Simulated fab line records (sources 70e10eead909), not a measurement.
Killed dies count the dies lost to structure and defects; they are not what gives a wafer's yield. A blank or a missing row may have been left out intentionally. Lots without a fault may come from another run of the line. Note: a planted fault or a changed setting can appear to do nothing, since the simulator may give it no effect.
Which tool did it? :: flow nand_harc :: Sampling: 11 lots, 33 wafers, 5 of 1302 route steps

== WHAT EACH GAUGE READ, for each wafer ==
NHARC_END_SORT_01. Usual: killed_at_array 49, standard deviation 18; killed_at_other 0.7, standard deviation 1.1; killed_at_periphery 4.0, standard deviation 2.6; killed_dies 54, standard deviation 19; killed_open 3.4, standard deviation 1.7; killed_short 2.5, standard deviation 1.7.
lot: L993
measured: day 28 12:16
on: prober-01
killed_at_array: 235 296 257
killed_at_other: 0 0 0
killed_at_periphery: 6 4 6
killed_dies: 241 300 263
killed_open: 2 4 4
killed_short: 0 2 1
flag: OFF

lot: L994
measured: day 29 07:04
on: prober-02
killed_at_array: 225 220 298
killed_at_other: 0 0 0
killed_at_periphery: 4 4 7
killed_dies: 229 224 305
killed_open: 4 4 3
killed_short: 6 1 5
flag: OFF

lot: L995
measured: day 29 07:48
on: prober-01
killed_at_array: 254 352 358
killed_at_other: 4 0 0
killed_at_periphery: 6 12 7
killed_dies: 264 364 365
killed_open: 1 5 7
killed_short: 3 2 0
flag: OFF

== TOOL THAT RAN EACH LOT (tool first, then ch and the chambers of the sampled wafers, then the start) ==
lot: L984
NHARC_A_STAIRCASE_ETCH_188: rie_diel-08 ch 0,3, day 16 19:25 or earlier
NHARC_A_STAIRCASE_TRIM_191: rie_diel-08 ch 0,1,2, day 16 19:25 or earlier
NHARC_A_STAIRCASE_ETCH_201: rie_diel-09 ch 1,2, day 16 19:25 or earlier
NHARC_A_STAIRCASE_TRIM_202: rie_diel-09 ch 0,1,3, day 16 19:25

lot: L986
NHARC_A_STAIRCASE_ETCH_188: rie_diel-09 ch 0,1,3, day 17 08:50 or earlier
NHARC_A_STAIRCASE_TRIM_191: rie_diel-09 ch 1,2,3, day 17 08:50 or earlier
NHARC_A_STAIRCASE_ETCH_201: rie_diel-08 ch 2,3, day 17 08:50 or earlier
NHARC_A_STAIRCASE_TRIM_202: rie_diel-08 ch 2,3, day 17 08:50

lot: L993
NHARC_A_STAIRCASE_ETCH_188: rie_diel-08 ch 0,1,2, day 20 08:59 or earlier
NHARC_A_STAIRCASE_TRIM_191: rie_diel-08 ch 0,1, day 20 08:59 or earlier
NHARC_A_STAIRCASE_ETCH_201: rie_diel-09 ch 1,2, day 20 08:59 or earlier
NHARC_A_STAIRCASE_TRIM_202: rie_diel-09 ch 2,3, day 20 08:59

lot: L994
NHARC_A_STAIRCASE_ETCH_188: rie_diel-09 ch 0,2,3, day 20 22:33 or earlier
NHARC_A_STAIRCASE_TRIM_191: rie_diel-09 ch 0,1, day 20 22:33 or earlier
NHARC_A_STAIRCASE_ETCH_201: rie_diel-09 ch 1,2, day 20 22:33 or earlier
NHARC_A_STAIRCASE_TRIM_202: rie_diel-09 ch 0,1,3, day 20 22:33

lot: L995
NHARC_A_STAIRCASE_ETCH_188: rie_diel-08 ch 0,1,3, day 21 03:29 or earlier
NHARC_A_STAIRCASE_TRIM_191: rie_diel-08 ch 0,1,2, day 21 03:29 or earlier
NHARC_A_STAIRCASE_ETCH_201: rie_diel-09 ch 0,1,3, day 21 03:29 or earlier
NHARC_A_STAIRCASE_TRIM_202: rie_diel-09 ch 0,3, day 21 03:29

lot: L997
NHARC_A_STAIRCASE_ETCH_188: rie_diel-03 ch 0,1,2, day 21 23:24 or earlier
NHARC_A_STAIRCASE_TRIM_191: rie_diel-03 ch 1,2,3, day 21 23:24 or earlier
NHARC_A_STAIRCASE_ETCH_201: rie_diel-03 ch 0,1, day 21 23:24 or earlier
NHARC_A_STAIRCASE_TRIM_202: rie_diel-03 ch 0,2, day 21 23:24

lot: L996
NHARC_A_STAIRCASE_ETCH_188: rie_diel-03 ch 2,3, day 21 23:15 or earlier
NHARC_A_STAIRCASE_TRIM_191: rie_diel-03 ch 2,3, day 21 23:15 or earlier
NHARC_A_STAIRCASE_ETCH_201: rie_diel-08 ch 0,2, day 21 23:15 or earlier
NHARC_A_STAIRCASE_TRIM_202: rie_diel-08 ch 0,1,2, day 21 23:15

lot: L101
NHARC_A_STAIRCASE_ETCH_188: rie_diel-03 ch 0,1,3, day 23 17:11 or earlier
NHARC_A_STAIRCASE_TRIM_191: rie_diel-03 ch 0,1,2, day 23 17:11 or earlier
NHARC_A_STAIRCASE_ETCH_201: rie_diel-03 ch 1,2,3, day 23 17:11 or earlier
NHARC_A_STAIRCASE_TRIM_202: rie_diel-03 ch 0,1,3, day 23 17:11

lot: L102
NHARC_A_STAIRCASE_ETCH_188: rie_diel-08 ch 1,2,3, day 24 04:41 or earlier
NHARC_A_STAIRCASE_TRIM_191: rie_diel-08 ch 0,2,3, day 24 04:41 or earlier
NHARC_A_STAIRCASE_ETCH_201: rie_diel-09 ch 0,1,3, day 24 04:41 or earlier
NHARC_A_STAIRCASE_TRIM_202: rie_diel-09 ch 0,1, day 24 04:41

lot: L104
NHARC_A_STAIRCASE_ETCH_188: rie_diel-08 ch 0,2,3, day 25 02:23 or earlier
NHARC_A_STAIRCASE_TRIM_191: rie_diel-08 ch 1,2, day 25 02:23 or earlier
NHARC_A_STAIRCASE_ETCH_201: rie_diel-03 ch 0,1, day 25 02:23 or earlier
NHARC_A_STAIRCASE_TRIM_202: rie_diel-03 ch 2,3, day 25 02:23

lot: L105
NHARC_A_STAIRCASE_ETCH_188: rie_diel-08 ch 0,1,2, day 25 08:02 or earlier
NHARC_A_STAIRCASE_TRIM_191: rie_diel-08 ch 0,2,3, day 25 08:02 or earlier
NHARC_A_STAIRCASE_ETCH_201: rie_diel-03 ch 1,2,3, day 25 08:02 or earlier
NHARC_A_STAIRCASE_TRIM_202: rie_diel-03 ch 0,1, day 25 08:02
- NHARC_A_STAIRCASE_ETCH_188: etches the open film in C4F8/O2, target depth 100 nm, time 40.5 s.
- NHARC_A_STAIRCASE_TRIM_191: chemistry O2, time 211.2 s.
- NHARC_A_STAIRCASE_ETCH_201: etches the open film in C4F8/O2, target depth 100 nm, time 40.5 s.
- NHARC_A_STAIRCASE_TRIM_202: chemistry O2, time 211.2 s.

== AS READ BY THE TOOLS THEMSELVES (means over the sampled wafers that have a number; for cases with no such wafer, the mark the record gives instead) ==
NHARC_A_STAIRCASE_ETCH_188. Usual: chamber_pressure_mTorr 25.000 mTorr, standard deviation 0.022; oes_product_au 0.941 a.u., standard deviation 0.015; rf_vpp_V 896 V, standard deviation 4.6.
lot: L984
tool: rie_diel-08
chamber_pressure_mTorr (mTorr): 25.000
oes_product_au (a.u.): 0.942
rf_vpp_V (V): 898
flag: 

lot: L986
tool: rie_diel-09
chamber_pressure_mTorr (mTorr): 25.001
oes_product_au (a.u.): 0.936
rf_vpp_V (V): 895
flag: 

lot: L993
tool: rie_diel-08
chamber_pressure_mTorr (mTorr): 24.992
oes_product_au (a.u.): 0.925
rf_vpp_V (V): 897
flag: 

lot: L994
tool: rie_diel-09
chamber_pressure_mTorr (mTorr): 25.001
oes_product_au (a.u.): 0.933
rf_vpp_V (V): 896
flag: 

lot: L995
tool: rie_diel-08
chamber_pressure_mTorr (mTorr): 24.991
oes_product_au (a.u.): 0.945
rf_vpp_V (V): 899
flag: 

lot: L997
tool: rie_diel-03
chamber_pressure_mTorr (mTorr): 24.992
oes_product_au (a.u.): 0.955
rf_vpp_V (V): 894
flag: 

lot: L996
tool: rie_diel-03
chamber_pressure_mTorr (mTorr): 24.995
oes_product_au (a.u.): 0.943
rf_vpp_V (V): 901
flag: 

lot: L101
tool: rie_diel-03
chamber_pressure_mTorr (mTorr): 24.991
oes_product_au (a.u.): 0.949
rf_vpp_V (V): 897
flag: 

lot: L102
tool: rie_diel-08
chamber_pressure_mTorr (mTorr): 24.985
oes_product_au (a.u.): 0.959
rf_vpp_V (V): 896
flag: 

lot: L104
tool: rie_diel-08
chamber_pressure_mTorr (mTorr): 24.988
oes_product_au (a.u.): 0.956
rf_vpp_V (V): 894
flag: 

lot: L105
tool: rie_diel-08
chamber_pressure_mTorr (mTorr): 25.018
oes_product_au (a.u.): 0.944
rf_vpp_V (V): 897
flag: 

NHARC_A_STAIRCASE_TRIM_191. Usual: chamber_pressure_mTorr 59.99 mTorr, standard deviation 0.05; drypump_motor_current_A 5.6 A, standard deviation 0.43; oes_product_au 0.999 a.u., standard deviation 0.012; rf_vpp_V 57.9 V, standard deviation 0.86; showerhead_plenum_p_Torr 3.54 Torr, standard deviation 0.12; throttle_valve_pct 17.036 %, standard deviation 0.0085.
lot: L984
tool: rie_diel-08
chamber_pressure_mTorr (mTorr): 59.97
drypump_motor_current_A (A): 5.6
oes_product_au (a.u.): 0.998
rf_vpp_V (V): 57.8
showerhead_plenum_p_Torr (Torr): 3.57
throttle_valve_pct (%): 17.035
flag: 

lot: L986
tool: rie_diel-09
chamber_pressure_mTorr (mTorr): 59.97
drypump_motor_current_A (A): 5.9
oes_product_au (a.u.): 0.987
rf_vpp_V (V): 59.1
showerhead_plenum_p_Torr (Torr): 3.55
throttle_valve_pct (%): 17.034
flag: 

lot: L993
tool: rie_diel-08
chamber_pressure_mTorr (mTorr): 60.02
drypump_motor_current_A (A): 5.6
oes_product_au (a.u.): 1.004
rf_vpp_V (V): 57.7
showerhead_plenum_p_Torr (Torr): 3.63
throttle_valve_pct (%): 17.030
flag: 

lot: L994
tool: rie_diel-09
chamber_pressure_mTorr (mTorr): 60.00
drypump_motor_current_A (A): 5.7
oes_product_au (a.u.): 0.990
rf_vpp_V (V): 58.5
showerhead_plenum_p_Torr (Torr): 3.47
throttle_valve_pct (%): 17.033
flag: 

lot: L995
tool: rie_diel-08
chamber_pressure_mTorr (mTorr): 59.98
drypump_motor_current_A (A): 5.6
oes_product_au (a.u.): 1.000
rf_vpp_V (V): 57.7
showerhead_plenum_p_Torr (Torr): 3.55
throttle_valve_pct (%): 17.034
flag: 

lot: L997
tool: rie_diel-03
chamber_pressure_mTorr (mTorr): 59.99
drypump_motor_current_A (A): 5.5
oes_product_au (a.u.): 1.009
rf_vpp_V (V): 57.8
showerhead_plenum_p_Torr (Torr): 3.56
throttle_valve_pct (%): 17.034
flag: 

lot: L996
tool: rie_diel-03
chamber_pressure_mTorr (mTorr): 59.97
drypump_motor_current_A (A): 5.1
oes_product_au (a.u.): 1.005
rf_vpp_V (V): 57.5
showerhead_plenum_p_Torr (Torr): 3.55
throttle_valve_pct (%): 17.038
flag: 

lot: L101
tool: rie_diel-03
chamber_pressure_mTorr (mTorr): 60.00
drypump_motor_current_A (A): 5.4
oes_product_au (a.u.): 1.002
rf_vpp_V (V): 58.1
showerhead_plenum_p_Torr (Torr): 3.44
throttle_valve_pct (%): 17.041
flag: 

lot: L102
tool: rie_diel-08
chamber_pressure_mTorr (mTorr): 59.99
drypump_motor_current_A (A): 5.4
oes_product_au (a.u.): 0.996
rf_vpp_V (V): 57.7
showerhead_plenum_p_Torr (Torr): 3.49
throttle_valve_pct (%): 17.045
flag: 

lot: L104
tool: rie_diel-08
chamber_pressure_mTorr (mTorr): 59.98
drypump_motor_current_A (A): 5.6
oes_product_au (a.u.): 0.998
rf_vpp_V (V): 57.6
showerhead_plenum_p_Torr (Torr): 3.59
throttle_valve_pct (%): 17.034
flag: 

lot: L105
tool: rie_diel-08
chamber_pressure_mTorr (mTorr): 59.99
drypump_motor_current_A (A): 5.4
oes_product_au (a.u.): 0.999
rf_vpp_V (V): 57.7
showerhead_plenum_p_Torr (Torr): 3.49
throttle_valve_pct (%): 17.033
flag: 

NHARC_A_STAIRCASE_ETCH_201. Usual: chamber_pressure_mTorr 24.998 mTorr, standard deviation 0.024; oes_product_au 0.939 a.u., standard deviation 0.013; rf_vpp_V 896 V, standard deviation 4.1.
lot: L984
tool: rie_diel-09
chamber_pressure_mTorr (mTorr): 25.010
oes_product_au (a.u.): 0.939
rf_vpp_V (V): 897
flag: 

lot: L986
tool: rie_diel-08
chamber_pressure_mTorr (mTorr): 24.988
oes_product_au (a.u.): 0.935
rf_vpp_V (V): 892
flag: 

lot: L993
tool: rie_diel-09
chamber_pressure_mTorr (mTorr): 24.997
oes_product_au (a.u.): 0.928
rf_vpp_V (V): 897
flag: 

lot: L994
tool: rie_diel-09
chamber_pressure_mTorr (mTorr): 25.010
oes_product_au (a.u.): 0.918
rf_vpp_V (V): 898
flag: 

lot: L995
tool: rie_diel-09
chamber_pressure_mTorr (mTorr): 25.020
oes_product_au (a.u.): 0.934
rf_vpp_V (V): 895
flag: 

lot: L997
tool: rie_diel-03
chamber_pressure_mTorr (mTorr): 25.020
oes_product_au (a.u.): 0.963
rf_vpp_V (V): 894
flag: 

lot: L996
tool: rie_diel-08
chamber_pressure_mTorr (mTorr): 24.989
oes_product_au (a.u.): 0.938
rf_vpp_V (V): 891
flag: 

lot: L101
tool: rie_diel-03
chamber_pressure_mTorr (mTorr): 25.016
oes_product_au (a.u.): 0.939
rf_vpp_V (V): 896
flag: 

lot: L102
tool: rie_diel-09
chamber_pressure_mTorr (mTorr): 25.004
oes_product_au (a.u.): 0.952
rf_vpp_V (V): 893
flag: 

lot: L104
tool: rie_diel-03
chamber_pressure_mTorr (mTorr): 24.999
oes_product_au (a.u.): 0.949
rf_vpp_V (V): 893
flag: 

lot: L105
tool: rie_diel-03
chamber_pressure_mTorr (mTorr): 24.998
oes_product_au (a.u.): 0.949
rf_vpp_V (V): 897
flag: 

NHARC_A_STAIRCASE_TRIM_202. Usual: chamber_pressure_mTorr 60.00 mTorr, standard deviation 0.058; drypump_motor_current_A 5.6 A, standard deviation 0.44; oes_product_au 0.998 a.u., standard deviation 0.013; rf_vpp_V 57.9 V, standard deviation 0.88; showerhead_plenum_p_Torr 3.53 Torr, standard deviation 0.11; throttle_valve_pct 17.037 %, standard deviation 0.0082.
lot: L984
tool: rie_diel-09
chamber_pressure_mTorr (mTorr): 60.03
drypump_motor_current_A (A): 6.0
oes_product_au (a.u.): 0.987
rf_vpp_V (V): 58.1
showerhead_plenum_p_Torr (Torr): 3.51
throttle_valve_pct (%): 17.029
flag: 

lot: L986
tool: rie_diel-08
chamber_pressure_mTorr (mTorr): 59.98
drypump_motor_current_A (A): 5.5
oes_product_au (a.u.): 0.995
rf_vpp_V (V): 58.0
showerhead_plenum_p_Torr (Torr): 3.44
throttle_valve_pct (%): 17.052
flag: 

lot: L993
tool: rie_diel-09
chamber_pressure_mTorr (mTorr): 59.96
drypump_motor_current_A (A): 5.9
oes_product_au (a.u.): 0.821
rf_vpp_V (V): 58.3
showerhead_plenum_p_Torr (Torr): 3.57
throttle_valve_pct (%): 17.039
flag: OFF

lot: L994
tool: rie_diel-09
chamber_pressure_mTorr (mTorr): 60.03
drypump_motor_current_A (A): 6.0
oes_product_au (a.u.): 0.826
rf_vpp_V (V): 58.0
showerhead_plenum_p_Torr (Torr): 3.49
throttle_valve_pct (%): 17.037
flag: OFF

lot: L995
tool: rie_diel-09
chamber_pressure_mTorr (mTorr): 60.04
drypump_motor_current_A (A): 6.0
oes_product_au (a.u.): 0.821
rf_vpp_V (V): 57.5
showerhead_plenum_p_Torr (Torr): 3.48
throttle_valve_pct (%): 17.031
flag: OFF

lot: L997
tool: rie_diel-03
chamber_pressure_mTorr (mTorr): 59.98
drypump_motor_current_A (A): 5.1
oes_product_au (a.u.): 1.014
rf_vpp_V (V): 56.9
showerhead_plenum_p_Torr (Torr): 3.43
throttle_valve_pct (%): 17.033
flag: 

lot: L996
tool: rie_diel-08
chamber_pressure_mTorr (mTorr): 59.95
drypump_motor_current_A (A): 5.7
oes_product_au (a.u.): 0.998
rf_vpp_V (V): 57.5
showerhead_plenum_p_Torr (Torr): 3.55
throttle_valve_pct (%): 17.035
flag: 

lot: L101
tool: rie_diel-03
chamber_pressure_mTorr (mTorr): 60.01
drypump_motor_current_A (A): 5.7
oes_product_au (a.u.): 1.012
rf_vpp_V (V): 57.3
showerhead_plenum_p_Torr (Torr): 3.55
throttle_valve_pct (%): 17.046
flag: 

lot: L102
tool: rie_diel-09
chamber_pressure_mTorr (mTorr): 59.96
drypump_motor_current_A (A): 5.7
oes_product_au (a.u.): 0.997
rf_vpp_V (V): 57.3
showerhead_plenum_p_Torr (Torr): 3.46
throttle_valve_pct (%): 17.035
flag: 

lot: L104
tool: rie_diel-03
chamber_pressure_mTorr (mTorr): 60.05
drypump_motor_current_A (A): 5.4
oes_product_au (a.u.): 1.008
rf_vpp_V (V): 58.1
showerhead_plenum_p_Torr (Torr): 3.64
throttle_valve_pct (%): 17.031
flag: 

lot: L105
tool: rie_diel-03
chamber_pressure_mTorr (mTorr): 59.97
drypump_motor_current_A (A): 5.6
oes_product_au (a.u.): 1.013
rf_vpp_V (V): 57.8
showerhead_plenum_p_Torr (Torr): 3.42
throttle_valve_pct (%): 17.046
flag: 

== THE ANSWER, worked out from the rows above alone ==
Rule: a lot is off if the mean of its wafers that have a number lies more than 3 standard deviations from the usual mean. A lot without any number at a reading at which 4 lots or more have one is off too. All remaining lots with rows at the step are treated as sound. Order of review: gauges by route order, followed by the tools' own readings, for which a lot's mean as printed above is used. At the first step where some lot is off, the reading lying furthest off is the one used; lots without a number count as furthest.
Off at NHARC_END_SORT_01 (killed_at_array): L993, L994, L995. Neither off nor sound, because the step has no rows for them: L984, L986, L997, L996, L101, L102, L104, L105.
If a tool, at a process step before that reading, ran all the lots that are off and no sound lot after the first of them, it fits. The gauges at NHARC_END_SORT_01 aren't tried: what is off there is off at NHARC_A_STAIRCASE_TRIM_202 too, on other tools, and a gauge's error can't cause that. With no start given for some of its lots, NHARC_A_STAIRCASE_ETCH_188 uses the hours and lot order of NHARC_A_STAIRCASE_TRIM_202. With no start given for some of its lots, NHARC_A_STAIRCASE_TRIM_191 uses the hours and lot order of NHARC_A_STAIRCASE_TRIM_202. With no start given for some of its lots, NHARC_A_STAIRCASE_ETCH_201 uses the hours and lot order of NHARC_A_STAIRCASE_TRIM_202. One fits: rie_diel-09 at NHARC_A_STAIRCASE_ETCH_201 and NHARC_A_STAIRCASE_TRIM_202. It ran no sound lot before its first lot that is off in this sample, so the start can't be narrowed down.

== WHAT THE SIMULATOR HAD INSERTED ==
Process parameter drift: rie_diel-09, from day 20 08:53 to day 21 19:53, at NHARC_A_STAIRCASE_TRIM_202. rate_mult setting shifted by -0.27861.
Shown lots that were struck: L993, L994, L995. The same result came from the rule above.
